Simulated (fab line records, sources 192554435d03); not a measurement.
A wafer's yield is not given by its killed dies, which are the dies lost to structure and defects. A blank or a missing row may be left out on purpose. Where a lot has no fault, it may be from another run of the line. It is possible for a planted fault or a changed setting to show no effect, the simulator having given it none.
Comparing a struck lot with a sound one	flow n5-finfet	14 steps out of a route of 1938
Sound: wafers L154.2, L154.3, L154.5. Struck: wafer L158.1. (L158.3, L158.6 of the same lot were not struck and are left out.) The cause comes at the end.
Per side, at each step with rows, come the tool, then ch with its chambers, and then its first start. Under that, the readings that differ: sound wafers	struck wafers	difference of the means	sigmas: that difference in standard deviations of wafers without a fault.
alike: readings whose means differ by less than 2 such deviations, and words and numbers that are the same on both sides. not compared: withheld readings, readings that some wafer has no value for, bounds like >300 that may hide the same value, and numbers for which the record gives no deviation and whose values overlap.
Wherever a step has rows on one side only, a row that says differs or no value, or a row with sigmas, the two part there. When numbers do not overlap yet have no deviation, they are printed without sigmas and do not part them. A reading missing from all wafers of one side parts the sides only when that side holds two or more wafers.

first, 6 steps without rows for these wafers: N5_BEOL_M9_COAT_22 (resist thk 30 nm); N5_BEOL_M9_EBR_24; N5_BEOL_M9_SOFTBAKE_23 (time 60 s); N5_BEOL_M9_EXPOSE_25 (exposes mask V8); N5_BEOL_M9_PEB_26 (peb time 60 s); N5_BEOL_M9_DEVELOP_27 (develop time 30 s).
N5_BEOL_M9_CD_MEAS_28: the cd target is 70 nm.
  sound on cd-sem-03 ch 0, day 10 11:53; struck on cd-sem-03 ch 0, day 11 14:23
  alike: cd-nm
N5_BEOL_M9_OVL_MEAS_29:
  sound on overlay-01 ch 0, day 10 11:55; struck on overlay-02 ch 0, day 11 14:25
reading	sound	struck	difference	sigmas
V8_OVL (nm)	-1.3 -1.7 -1.7	-0.3	+1.3	+2
N5_BEOL_M9_INSPECT_30: inspects for defects (brightfield).
  sound on defect-inspect-01 at day 10 11:58; struck on defect-inspect-01 at day 11 14:28
reading	sound	struck	difference	sigmas
raw-defect-count	431 343 258	584	+240	+3
N5_BEOL_M9_DESCUM_33: chemistry O2, time 7 s.
  sound on rie-diel-06 ch 0,2, day 10 12:01; struck on rie-diel-06 ch 3, day 11 15:05
  alike: drypump-motor-current-A, o2-flow-sccm, oes-product-au, rf-vpp-V, showerhead-plenum-p-Torr, throttle-valve-pct
  not compared: rf-hours-counter-h
N5_BEOL_M9_ETCH_76: etches underlayer in N2/H2, target depth 6.5 nm, time 5.2 s.
  sound on rie-diel-06 ch 0,2, day 10 12:02; struck on rie-diel-06 ch 3, day 11 15:07
reading	sound	struck	difference	sigmas
rf-vpp-V (V)	524.3 523.3 525.5	519.9	-4.5	-2
  alike: bias-w, drypump-motor-current-A, etch-rf-on-time-s, oes-product-au, showerhead-plenum-p-Torr, throttle-valve-pct
  not compared: rf-hours-counter-h
N5_BEOL_M9_ETCH_65: etches SiARC in CF4, target depth 15.6 nm, time 26 s.
  sound on rie-diel-06 ch 0,2, day 10 12:04; struck on rie-diel-06 ch 3, day 11 15:08
  alike: bias-w, drypump-motor-current-A, etch-rf-on-time-s, oes-product-au, rf-vpp-V, showerhead-plenum-p-Torr, throttle-valve-pct
  not compared: rf-hours-counter-h
N5_BEOL_M9_ETCH_66: etches SOC in N2/H2, target depth 80 nm, overetch 16 nm, time 120 s.
  sound on rie-diel-06 ch 0,2, day 10 12:05; struck on rie-diel-06 ch 3, day 11 15:10
reading	sound	struck	difference	sigmas
bias-w (W)	150.0 149.9 150.1	124.5	-25.5	-73
rf-vpp-V (V)	523.7 521.6 522.7	463.3	-59.4	-35
model.SiARC_of_BEOL_M9_COAT_64.thk-nm (nm)	6.4 6.6 6.4	7.6	+1.1	
  alike: drypump-motor-current-A, oes-product-au, showerhead-plenum-p-Torr, throttle-valve-pct
  not compared: rf-hours-counter-h
then, 1 step without rows for these wafers: N5_BEOL_M9_STRIP_69 (strips in N2/H2).

WHERE THEY PART
Last at N5_BEOL_M9_ETCH_66 as far as this record goes, first at N5_BEOL_M9_OVL_MEAS_29.

WHY: what the simulator had put in
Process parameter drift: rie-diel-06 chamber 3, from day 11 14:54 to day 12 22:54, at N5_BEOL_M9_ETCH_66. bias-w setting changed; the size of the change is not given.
